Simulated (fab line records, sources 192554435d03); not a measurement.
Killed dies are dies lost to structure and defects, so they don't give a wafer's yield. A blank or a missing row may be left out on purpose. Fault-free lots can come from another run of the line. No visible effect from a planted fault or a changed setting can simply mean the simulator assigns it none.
Matching of chambers + flow n5Finfet + N5_BEOL_M12_TRENCH_ETCH_34 on rieDiel-01: 4 sister chambers
The step etches SiOC in C4F8/O2/Ar, target depth 318.95 nm, time 125.5 s. 18 wafers are shown with their chamber, then 9 later ones without.

## EACH WAFER AND ITS CHAMBER
| wafer  | chamber | throttleValvePct (%) | showerheadPlenumPTorr (Torr) | oesProductAu (a.u.) |
|--------|---------|----------------------|------------------------------|---------------------|
| L076.1 | 0       | 24.37                | 3.36                         | 0.89                |
| L076.2 | 1       | 24.40                | 3.29                         | 0.74                |
| L076.6 | 1       | 24.42                | 3.29                         | 0.75                |
| L078.3 | 1       | 24.42                | 3.29                         | 0.73                |
| L078.4 | 0       | 24.39                | 3.36                         | 0.88                |
| L078.5 | 0       | 24.37                | 3.36                         | 0.87                |
| L082.2 | 3       | 23.86                | 3.36                         | 0.84                |
| L082.4 | 1       | 24.42                | 3.28                         | 0.73                |
| L082.6 | 3       | 23.87                | 3.36                         | 0.85                |
| L084.1 | 2       | 24.12                | 3.28                         | 0.75                |
| L084.3 | 1       | 24.43                | 3.28                         | 0.73                |
| L084.5 | 1       | 24.43                | 3.28                         | 0.72                |
| L088.1 | 1       | 24.44                | 3.28                         | 0.72                |
| L088.2 | 0       | 24.41                | 3.35                         | 0.85                |
| L088.6 | 2       | 24.12                | 3.28                         | 0.75                |
| L090.1 | 1       | 24.46                | 3.27                         | 0.73                |
| L090.3 | 2       | 24.13                | 3.28                         | 0.75                |
| L090.4 | 3       | 23.89                | 3.36                         | 0.82                |

SIGNATURES (means of the wafers above)
| reading               | chamber 0 | chamber 1 | chamber 2 | chamber 3 | scatter within a chamber |
|-----------------------|-----------|-----------|-----------|-----------|--------------------------|
| throttleValvePct      | 24.3850   | 24.4275   | 24.1233   | 23.8733   | 0.0164                   |
| showerheadPlenumPTorr | 3.3575    | 3.2825    | 3.2800    | 3.3600    | 0.00551                  |
| oesProductAu          | 0.8725    | 0.7312    | 0.7500    | 0.8367    | 0.012                    |
Rule: for each reading, subtract the chamber's mean from the wafer's reading, divide by that reading's scatter and square the result; add these up over the readings and take the root, which gives the wafer's distance from the chamber. The wafer belongs to the nearest chamber; if the next one is less than 2 further off, it can't be placed. The scatter: the root of (the sum of the squares of (reading less its chamber's mean) over the shown wafers, divided by (wafers less chambers)).

## WAFERS MISSING THEIR CHAMBER
| wafer  | throttleValvePct (%) | showerheadPlenumPTorr (Torr) | oesProductAu (a.u.) |
|--------|----------------------|------------------------------|---------------------|
| L091.2 | 24.12                | 3.28                         | 0.74                |
| L091.4 | 24.45                | 3.27                         | 0.71                |
| L091.5 | 23.89                | 3.35                         | 0.82                |
| L092.2 | 24.40                | 3.34                         | 0.82                |
| L092.3 | 24.45                | 3.27                         | 0.71                |
| L092.6 | 24.12                | 3.28                         | 0.74                |
| L096.3 | 24.48                | 3.27                         | 0.70                |
| L096.5 | 24.42                | 3.34                         | 0.82                |
| L096.6 | 24.14                | 3.27                         | 0.74                |

## CHAMBER TAKEN BY EACH
| wafer  | from the rows above | in truth |
|--------|---------------------|----------|
| L091.2 | 2                   | 2        |
| L091.4 | 1                   | 1        |
| L091.5 | 3                   | 3        |
| L092.2 | 0                   | 0        |
| L092.3 | 1                   | 1        |
| L092.6 | 2                   | 2        |
| L096.3 | 1                   | 1        |
| L096.5 | 0                   | 0        |
| L096.6 | 2                   | 2        |
Correctly placed: 9 of 9. Not placeable from these rows: 0. Wrongly placed: 0.
